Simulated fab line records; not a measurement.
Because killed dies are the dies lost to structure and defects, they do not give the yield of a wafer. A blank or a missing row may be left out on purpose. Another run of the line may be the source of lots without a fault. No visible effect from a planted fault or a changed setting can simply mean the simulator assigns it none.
Split-lot experiment / flow n5-finfet / 39 wafers read across 7 lots, on a route 1938 steps long

## THE SPLIT
At N5_WELL_APT_IMPLANT_14, the setting energy-kev was moved away from the recipe's 160 on 9 of the 39 wafers read, by -10.3% to +5.6%. The other wafers ran this setting at the recipe's value.

The split's own step is where the reading is taken.

## THE READING
implant.drp-nm (the simulator's own value, which no gauge read), in nm, at N5_WELL_APT_IMPLANT_14. There is no usual value for it anywhere in the file.

wafer=L076.1; tool, chamber at the split=implanter-02, 0; energy-kev as run=143.6; against the recipe=-10.3%; implant.drp-nm, nm=60.7; against lot-mates on the recipe=-5.20
wafer=L076.2; tool, chamber at the split=implanter-02, 0; energy-kev as run=143.6; against the recipe=-10.3%; implant.drp-nm, nm=60.7; against lot-mates on the recipe=-5.20
wafer=L076.3; tool, chamber at the split=implanter-02, 0; energy-kev as run=143.6; against the recipe=-10.3%; implant.drp-nm, nm=60.7; against lot-mates on the recipe=-5.20
wafer=L076.4; tool, chamber at the split=implanter-02, 0; energy-kev as run=160; against the recipe=recipe; implant.drp-nm, nm=65.9; against lot-mates on the recipe=-
wafer=L076.5; tool, chamber at the split=implanter-02, 0; energy-kev as run=160; against the recipe=recipe; implant.drp-nm, nm=65.9; against lot-mates on the recipe=-
wafer=L076.6; tool, chamber at the split=implanter-02, 0; energy-kev as run=160; against the recipe=recipe; implant.drp-nm, nm=65.9; against lot-mates on the recipe=-
wafer=L080.1; tool, chamber at the split=implanter-01, 0; energy-kev as run=160; against the recipe=recipe; implant.drp-nm, nm=65.9; against lot-mates on the recipe=-
wafer=L080.2; tool, chamber at the split=implanter-01, 0; energy-kev as run=160; against the recipe=recipe; implant.drp-nm, nm=65.9; against lot-mates on the recipe=-
wafer=L080.3; tool, chamber at the split=implanter-01, 0; energy-kev as run=160; against the recipe=recipe; implant.drp-nm, nm=65.9; against lot-mates on the recipe=-
wafer=L080.4; tool, chamber at the split=implanter-01, 0; energy-kev as run=160; against the recipe=recipe; implant.drp-nm, nm=65.9; against lot-mates on the recipe=-
wafer=L080.5; tool, chamber at the split=implanter-01, 0; energy-kev as run=160; against the recipe=recipe; implant.drp-nm, nm=65.9; against lot-mates on the recipe=-
wafer=L080.6; tool, chamber at the split=implanter-01, 0; energy-kev as run=160; against the recipe=recipe; implant.drp-nm, nm=65.9; against lot-mates on the recipe=-
wafer=L081.1; tool, chamber at the split=implanter-02, 0; energy-kev as run=160; against the recipe=recipe; implant.drp-nm, nm=65.9; against lot-mates on the recipe=-
wafer=L081.2; tool, chamber at the split=implanter-02, 0; energy-kev as run=160; against the recipe=recipe; implant.drp-nm, nm=65.9; against lot-mates on the recipe=-
wafer=L081.3; tool, chamber at the split=implanter-02, 0; energy-kev as run=160; against the recipe=recipe; implant.drp-nm, nm=65.9; against lot-mates on the recipe=-
wafer=L081.4; tool, chamber at the split=implanter-02, 0; energy-kev as run=160; against the recipe=recipe; implant.drp-nm, nm=65.9; against lot-mates on the recipe=-
wafer=L081.5; tool, chamber at the split=implanter-02, 0; energy-kev as run=160; against the recipe=recipe; implant.drp-nm, nm=65.9; against lot-mates on the recipe=-
wafer=L081.6; tool, chamber at the split=implanter-02, 0; energy-kev as run=160; against the recipe=recipe; implant.drp-nm, nm=65.9; against lot-mates on the recipe=-
wafer=L088.3; tool, chamber at the split=implanter-02, 0; energy-kev as run=160; against the recipe=recipe; implant.drp-nm, nm=65.9; against lot-mates on the recipe=-
wafer=L088.5; tool, chamber at the split=implanter-02, 0; energy-kev as run=160; against the recipe=recipe; implant.drp-nm, nm=65.9; against lot-mates on the recipe=-
wafer=L088.6; tool, chamber at the split=implanter-02, 0; energy-kev as run=160; against the recipe=recipe; implant.drp-nm, nm=65.9; against lot-mates on the recipe=-
wafer=L091.1; tool, chamber at the split=implanter-01, 0; energy-kev as run=169; against the recipe=+5.6%; implant.drp-nm, nm=68.6; against lot-mates on the recipe=+2.70
wafer=L091.2; tool, chamber at the split=implanter-01, 0; energy-kev as run=169; against the recipe=+5.6%; implant.drp-nm, nm=68.6; against lot-mates on the recipe=+2.70
wafer=L091.3; tool, chamber at the split=implanter-01, 0; energy-kev as run=169; against the recipe=+5.6%; implant.drp-nm, nm=68.6; against lot-mates on the recipe=+2.70
wafer=L091.4; tool, chamber at the split=implanter-01, 0; energy-kev as run=160; against the recipe=recipe; implant.drp-nm, nm=65.9; against lot-mates on the recipe=-
wafer=L091.5; tool, chamber at the split=implanter-01, 0; energy-kev as run=160; against the recipe=recipe; implant.drp-nm, nm=65.9; against lot-mates on the recipe=-
wafer=L091.6; tool, chamber at the split=implanter-01, 0; energy-kev as run=160; against the recipe=recipe; implant.drp-nm, nm=65.9; against lot-mates on the recipe=-
wafer=L092.1; tool, chamber at the split=implanter-01, 0; energy-kev as run=160; against the recipe=recipe; implant.drp-nm, nm=65.9; against lot-mates on the recipe=-
wafer=L092.2; tool, chamber at the split=implanter-01, 0; energy-kev as run=160; against the recipe=recipe; implant.drp-nm, nm=65.9; against lot-mates on the recipe=-
wafer=L092.3; tool, chamber at the split=implanter-01, 0; energy-kev as run=160; against the recipe=recipe; implant.drp-nm, nm=65.9; against lot-mates on the recipe=-
wafer=L092.4; tool, chamber at the split=implanter-01, 0; energy-kev as run=160; against the recipe=recipe; implant.drp-nm, nm=65.9; against lot-mates on the recipe=-
wafer=L092.5; tool, chamber at the split=implanter-01, 0; energy-kev as run=160; against the recipe=recipe; implant.drp-nm, nm=65.9; against lot-mates on the recipe=-
wafer=L092.6; tool, chamber at the split=implanter-01, 0; energy-kev as run=160; against the recipe=recipe; implant.drp-nm, nm=65.9; against lot-mates on the recipe=-
wafer=L093.1; tool, chamber at the split=implanter-01, 0; energy-kev as run=160; against the recipe=recipe; implant.drp-nm, nm=65.9; against lot-mates on the recipe=-
wafer=L093.5; tool, chamber at the split=implanter-01, 0; energy-kev as run=160; against the recipe=recipe; implant.drp-nm, nm=65.9; against lot-mates on the recipe=-
wafer=L093.6; tool, chamber at the split=implanter-01, 0; energy-kev as run=160; against the recipe=recipe; implant.drp-nm, nm=65.9; against lot-mates on the recipe=-
wafer=L093.2; tool, chamber at the split=implanter-01, 0; energy-kev as run=168.3; against the recipe=+5.2%; implant.drp-nm, nm=68.39; against lot-mates on the recipe=+2.49
wafer=L093.3; tool, chamber at the split=implanter-01, 0; energy-kev as run=168.3; against the recipe=+5.2%; implant.drp-nm, nm=68.39; against lot-mates on the recipe=+2.49
wafer=L093.4; tool, chamber at the split=implanter-01, 0; energy-kev as run=168.3; against the recipe=+5.2%; implant.drp-nm, nm=68.39; against lot-mates on the recipe=+2.49

FIT RESULTS
A straight line over all 39 wafers: implant.drp-nm changes by +0.498 nm for each +1% of energy-kev; r = +1.00; the points scatter about the line by 0.042 nm.
The same after taking each lot's own level away (the mean of its wafers on the recipe; 39 wafers): +0.498 nm for each +1%; r = +1.00; scatter 0.042 nm.
That fit puts the effect of the largest move of energy-kev on the reading at 5.1 nm.
The lots' own levels span 65.900 to 65.900 nm.
Consequently the slope shifts little with the lot-to-lot level, the two slopes agreeing.
Check: with one of the wafers moved furthest among these (-10.3%) left out of the fit, the line predicts -5.1 nm for it against its lot-mates. Against them it came out at -5.2 nm.

## THESE WAFERS: OTHER SPLITS
Other splits were also applied to these wafers ahead of the reading. Each is held against what the fit with the lots' levels taken away leaves over:
other split on the same wafers=N5_WELL_APT_EXPOSE_05 dose-mj; wafers away from the commonest value=15; r with implant.drp-nm (lot level and that fit taken away)=-0.01

## THE WHOLE CHAIN: every reading that the file lists as answering this split, in the file's order
step=N5_WELL_APT_IMPLANT_14; what it does=; reading=implant.rp-nm (the simulator's own value, which no gauge read); change (the file's fit)=+2.09 nm for each +1% of the setting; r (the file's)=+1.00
step=N5_WELL_APT_IMPLANT_14; what it does=; reading=implant.drp-nm (the simulator's own value, which no gauge read); change (the file's fit)=+0.498 nm for each +1% of the setting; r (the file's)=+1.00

## FILE'S OWN FIT
implant.drp-nm changes by +0.498 nm for each +1% of energy-kev, r = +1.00.
